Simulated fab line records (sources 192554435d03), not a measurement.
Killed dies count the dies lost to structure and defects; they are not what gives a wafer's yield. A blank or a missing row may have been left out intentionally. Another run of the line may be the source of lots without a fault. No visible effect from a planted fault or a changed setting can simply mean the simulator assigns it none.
The tool behind it: which one? :: flow n5Finfet :: 33 wafers from 11 lots sampled at 3 of the route's 1938 steps

== WHAT EACH GAUGE READ, for each wafer ==
N5_BEOL_M4_RC_MEAS_101. Usual: DIBL_N 36.5 mV/V, standard deviation 1.4; DIBL_P 36.6 mV/V, standard deviation 1.6; IOFF_N 0.160 nA/um, standard deviation 0.024; IOFF_P 0.217 nA/um, standard deviation 0.029; ION_N 674 uA/um, standard deviation 8.7; ION_P 464 uA/um, standard deviation 6.5; SS_N 71.6 mV/dec, standard deviation 0.47; SS_P 73.4 mV/dec, standard deviation 0.57; VT_N 250.0 mV, standard deviation 2.5; VT_P -250 mV, standard deviation 3.1.
lot: L800
measured: day 7 23:13
on: prober-02
DIBL_N (mV/V): 38.0 39.3 36.9
DIBL_P (mV/V): 37.7 38.8 36.6
IOFF_N (nA/um): 0.172 0.190 0.149
IOFF_P (nA/um): 0.236 0.250 0.218
ION_N (uA/um): 676 676 673
ION_P (uA/um): 466 466 468
SS_N (mV/dec): 71.7 72.2 71.5
SS_P (mV/dec): 72.8 73.7 73.6
VT_N (mV): 250.4 247.5 252.5
VT_P (mV): -248 -247 -250
flag: 

lot: L801
measured: day 8 06:04
on: prober-02
DIBL_N (mV/V): 34.3 35.2 35.5
DIBL_P (mV/V): 35.8 36.7 36.3
IOFF_N (nA/um): 0.140 0.143 0.152
IOFF_P (nA/um): 0.193 0.203 0.208
ION_N (uA/um): 663 666 671
ION_P (uA/um): 465 461 462
SS_N (mV/dec): 71.6 71.8 71.7
SS_P (mV/dec): 72.8 72.6 73.3
VT_N (mV): 250.5 251.5 249.1
VT_P (mV): -251 -251 -249
flag: 

lot: L802
measured: day 8 17:36
on: prober-01
DIBL_N (mV/V): 36.9 34.8 37.4
DIBL_P (mV/V): 37.8 34.3 37.7
IOFF_N (nA/um): 0.177 0.138 0.188
IOFF_P (nA/um): 0.222 0.175 0.220
ION_N (uA/um): 669 678 690
ION_P (uA/um): 460 463 466
SS_N (mV/dec): 71.7 70.9 71.8
SS_P (mV/dec): 73.2 73.1 74.0
VT_N (mV): 248.6 253.1 247.8
VT_P (mV): -249 -252 -250
flag: 

lot: L803
measured: day 9 01:41
on: prober-02
DIBL_N (mV/V): 34.9 33.5 35.1
DIBL_P (mV/V): 35.5 33.6 36.0
IOFF_N (nA/um): 0.155 0.128 0.159
IOFF_P (nA/um): 0.228 0.191 0.224
ION_N (uA/um): 680 667 687
ION_P (uA/um): 471 466 471
SS_N (mV/dec): 71.6 71.3 72.0
SS_P (mV/dec): 73.5 72.9 73.1
VT_N (mV): 249.3 252.2 249.7
VT_P (mV): -249 -252 -247
flag: 

lot: L804
measured: day 9 03:20
on: prober-01
DIBL_N (mV/V): 37.1 36.6 36.3
DIBL_P (mV/V): 37.2 36.7 36.3
IOFF_N (nA/um): 0.180 0.178 0.169
IOFF_P (nA/um): 0.253 0.256 0.241
ION_N (uA/um): 687 675 684
ION_P (uA/um): 474 468 475
SS_N (mV/dec): 71.6 71.7 71.6
SS_P (mV/dec): 73.5 72.6 73.6
VT_N (mV): 247.7 247.2 244.9
VT_P (mV): -247 -246 -245
flag: 

lot: L807
measured: day 10 00:01
on: prober-01
DIBL_N (mV/V): 38.3 35.9 37.5
DIBL_P (mV/V): 38.1 33.7 36.4
IOFF_N (nA/um): 0.188 0.130 0.166
IOFF_P (nA/um): 0.269 0.193 0.238
ION_N (uA/um): 683 663 663
ION_P (uA/um): 473 467 462
SS_N (mV/dec): 71.7 71.6 72.2
SS_P (mV/dec): 74.7 72.2 73.8
VT_N (mV): 248.0 253.9 250.4
VT_P (mV): -245 -249 -250
flag: 

lot: L812
measured: day 11 04:09
on: prober-01
DIBL_N (mV/V): 35.7 37.9 36.0
DIBL_P (mV/V): 35.4 37.3 35.4
IOFF_N (nA/um): 0.134 0.174 0.140
IOFF_P (nA/um): 0.212 0.239 0.210
ION_N (uA/um): 666 681 675
ION_P (uA/um): 469 465 468
SS_N (mV/dec): 70.7 72.1 71.0
SS_P (mV/dec): 72.5 73.1 72.9
VT_N (mV): 251.2 249.5 249.9
VT_P (mV): -249 -246 -249
flag: 

lot: L813
measured: day 11 17:27
on: prober-01
DIBL_N (mV/V): 36.7 36.7 37.4
DIBL_P (mV/V): 37.3 37.1 37.0
IOFF_N (nA/um): 0.152 0.151 0.160
IOFF_P (nA/um): 0.193 0.202 0.198
ION_N (uA/um): 677 673 665
ION_P (uA/um): 458 455 454
SS_N (mV/dec): 72.3 71.3 71.6
SS_P (mV/dec): 73.5 74.2 73.4
VT_N (mV): 249.6 251.6 251.6
VT_P (mV): -254 -253 -254
flag: 

lot: L814
measured: day 11 20:25
on: prober-02
DIBL_N (mV/V): 36.8 36.1 36.4
DIBL_P (mV/V): 37.4 36.8 36.4
IOFF_N (nA/um): 0.157 0.154 0.155
IOFF_P (nA/um): 0.227 0.219 0.219
ION_N (uA/um): 668 678 678
ION_P (uA/um): 458 468 469
SS_N (mV/dec): 72.0 71.6 70.4
SS_P (mV/dec): 74.0 73.4 73.7
VT_N (mV): 251.6 250.2 251.5
VT_P (mV): -247 -249 -249
flag: 

lot: L818
measured: day 12 14:25
on: prober-01
DIBL_N (mV/V): 36.7 36.8 35.0
DIBL_P (mV/V): 38.8 39.0 36.9
IOFF_N (nA/um): 0.167 0.173 0.146
IOFF_P (nA/um): 0.226 0.231 0.194
ION_N (uA/um): 666 669 672
ION_P (uA/um): 463 459 460
SS_N (mV/dec): 72.0 71.6 71.7
SS_P (mV/dec): 74.2 73.8 73.3
VT_N (mV): 249.4 250.7 250.6
VT_P (mV): -253 -250 -252
flag: 

lot: L822
measured: day 13 13:08
on: prober-01
DIBL_N (mV/V): 35.8 34.8 37.9
DIBL_P (mV/V): 38.6 37.1 40.1
IOFF_N (nA/um): 0.164 0.143 0.199
IOFF_P (nA/um): 0.217 0.193 0.236
ION_N (uA/um): 677 677 686
ION_P (uA/um): 454 461 458
SS_N (mV/dec): 71.6 70.9 73.0
SS_P (mV/dec): 73.5 73.4 74.4
VT_N (mV): 248.1 252.1 248.2
VT_P (mV): -249 -250 -249
flag: 

N5_BEOL_M14_OCD_MEAS_35. Usual: trenchDepthNm reads 557 nm (standard deviation 9.8).
lot: L800
measured: day 11 04:28
on: ocd-02
trenchDepthNm (nm): 544 550 552
flag: 

lot: L801
measured: day 11 18:56
on: ocd-02
trenchDepthNm (nm): 549 538 551
flag: 

lot: L802
measured: day 11 23:19
on: ocd-02
trenchDepthNm (nm): 565 556 555
flag: 

lot: L803
measured: day 12 02:24
on: ocd-02
trenchDepthNm (nm): 564 564 545
flag: 

lot: L804
measured: day 12 06:16
on: ocd-01
trenchDepthNm (nm): 571 553 539
flag: 

lot: L807
measured: day 13 03:59
on: ocd-02
trenchDepthNm (nm): 559 557 558
flag: 

lot: L812
measured: day 14 04:35
on: ocd-02
trenchDepthNm (nm): 539 572 552
flag: 

lot: L813
measured: day 15 00:44
on: ocd-01
trenchDepthNm (nm): 556 544 537
flag: 

lot: L814
measured: day 14 19:43
on: ocd-01
trenchDepthNm (nm): 544 572 545
flag: 

lot: L818
measured: day 15 12:09
on: ocd-02
trenchDepthNm (nm): 574 560 563
flag: 

lot: L822
measured: day 16 17:21
on: ocd-02
trenchDepthNm (nm): 557 565 564
flag: 

N5_BEOL_M14_THK_MEAS_50: measures by xrf. Usual: M14_THK gives 560 nm (standard deviation 10).
lot: L800
measured: day 11 07:37
on: filmMetro-02
M14_THK (nm): 541 550 550
flag: 

lot: L801
measured: day 11 20:49
on: filmMetro-01
M14_THK (nm): 554 543 557
flag: 

lot: L802
measured: day 12 02:31
on: filmMetro-01
M14_THK (nm): 572 564 559
flag: 

lot: L803
measured: day 12 06:11
on: filmMetro-01
M14_THK (nm): 572 573 552
flag: 

lot: L804
measured: day 12 10:45
on: filmMetro-02
M14_THK (nm): 577 557 544
flag: 

lot: L807
measured: day 13 06:27
on: filmMetro-01
M14_THK (nm): 562 562 562
flag: 

lot: L812
measured: day 14 06:38
on: filmMetro-01
M14_THK (nm): 540 576 557
flag: 

lot: L813
measured: day 15 02:57
on: filmMetro-02
M14_THK (nm): 549 538 536
flag: 

lot: L814
measured: day 14 21:37
on: filmMetro-02
M14_THK (nm): 547 575 551
flag: 

lot: L818
measured: day 15 13:59
on: filmMetro-02
M14_THK (nm): 572 557 563
flag: 

lot: L822
measured: day 16 21:39
on: filmMetro-01
M14_THK (nm): 566 574 574
flag: 

== TOOL THAT RAN EACH LOT (tool first, then ch and the chambers of the sampled wafers, then the start) ==
There is no process step in the record ahead of these readings.

== WHAT THE TOOLS THEMSELVES READ (means of the sampled wafers that have a number; where no wafer has one, the mark that the record gives instead) ==
The record holds no such reading with a usual standard deviation.

== THE ANSWER, worked out from the rows above alone ==
Rule: a lot counts as off when the mean over its wafers that have a number is more than 3 standard deviations away from the usual mean. Also off: a lot with no number at a reading for which 4 or more lots have one. All remaining lots with rows at the step are treated as sound. First the gauges in route order, then the tools' own readings, where a lot's mean is used as printed above. At the first step where some lot is off, the reading lying furthest off is the one used; lots without a number count as furthest.
None of the lots is off at any reading shown; this tells nothing.

== WHAT THE SIMULATOR HAD INSERTED ==
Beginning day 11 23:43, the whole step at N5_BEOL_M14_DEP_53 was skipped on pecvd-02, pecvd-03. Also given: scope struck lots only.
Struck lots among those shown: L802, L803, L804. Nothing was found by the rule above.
